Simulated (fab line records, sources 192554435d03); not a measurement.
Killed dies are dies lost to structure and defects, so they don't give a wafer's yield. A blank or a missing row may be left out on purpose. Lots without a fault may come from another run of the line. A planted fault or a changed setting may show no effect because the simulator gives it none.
Which tool did it? | flow n5_finfet | 9 lots, 27 wafers sampled, at 3 steps of a route of 1938

WHAT THE GAUGES READ, wafer by wafer
N5_DUMMY_GATE_OVL_MEAS_16.
lot  | measured    | on         | GATE_OVL (nm)
L378 | day 2 23:53 | overlay-02 | 0.8 -0.1 0.0
L380 | day 3 12:22 | overlay-01 | -0.1 0.3 1.0
L381 | day 3 15:35 | overlay-02 | -0.6 -0.3 0.5
L385 | day 4 17:26 | overlay-02 | -0.2 -0.1 0.0
L386 | day 5 00:35 | overlay-02 | 0.5 0.6 0.3
L390 | day 5 22:47 | overlay-01 | -0.6 -0.6 -0.5
L398 | day 7 22:43 | overlay-01 | 0.1 -0.4 0.6
L399 | day 8 03:48 | overlay-02 | 6.6 6.7 6.8
L401 | day 8 15:45 | overlay-01 | 5.4 6.1 5.8

WHICH TOOL RAN EACH LOT (tool, then ch and the chambers of the sampled wafers, then the start)
lot  | N5_STI_FIN_REVEAL_OXIDATION_31      | N5_DUMMY_GATE_EXPOSE_12
L378 | plasma_asher-01 ch 0,1, day 2 14:26 | euv_scanner-02 ch 0, day 2 23:43
L380 | plasma_asher-01 ch 0,1, day 3 03:05 | euv_scanner-01 ch 0, day 3 12:11
L381 | plasma_asher-02 ch 0,1, day 3 06:19 | euv_scanner-02 ch 0, day 3 15:25
L385 | plasma_asher-01 ch 0,1, day 4 08:16 | euv_scanner-01 ch 0, day 4 17:16
L386 | plasma_asher-01 ch 0,1, day 4 13:08 | euv_scanner-01 ch 0, day 5 00:25
L390 | plasma_asher-02 ch 1, day 5 13:32   | euv_scanner-01 ch 0, day 5 22:37
L398 | plasma_asher-02 ch 0,1, day 7 13:04 | euv_scanner-01 ch 0, day 7 22:33
L399 | plasma_asher-01 ch 0,1, day 7 18:32 | euv_scanner-01 ch 0, day 8 03:38
L401 | plasma_asher-01 ch 0,1, day 8 06:20 | euv_scanner-01 ch 0, day 8 15:35
- N5_STI_FIN_REVEAL_OXIDATION_31: chemistry O2 PLASMA REMOTE, time 20 s.
- N5_DUMMY_GATE_EXPOSE_12: exposes mask GATE, target cd 25 nm.

THE ANSWER, worked out from the rows above alone
Rule: what is usual is taken from the lots themselves. Put in order of their means at a reading, lots are off if they are a third of the lots or fewer, leave a main group of 4 or more, and stand apart from it by a gap of 3 or more times the standard deviation of the main group's means; of several such gaps the widest counts. A main group whose means are all the same, to the digits that the tables above print for the reading, isn't used. A lot without any number at a reading at which 4 lots or more have one is off too. The other lots that the step has rows for count as sound.
Off: L399, L401, at N5_DUMMY_GATE_OVL_MEAS_16 (GATE_OVL). The main group: mean 0.1 nm, standard deviation 0.33.
A tool fits if, at a process step before that reading, it ran every lot that is off, and no sound lot after the first of them. The gauges at N5_DUMMY_GATE_OVL_MEAS_16 are tried like those tools. Can't be told from this: 2 tools fit, plasma_asher-01 at N5_STI_FIN_REVEAL_OXIDATION_31, euv_scanner-01 at N5_DUMMY_GATE_EXPOSE_12.

WHAT THE SIMULATOR HAD PUT IN
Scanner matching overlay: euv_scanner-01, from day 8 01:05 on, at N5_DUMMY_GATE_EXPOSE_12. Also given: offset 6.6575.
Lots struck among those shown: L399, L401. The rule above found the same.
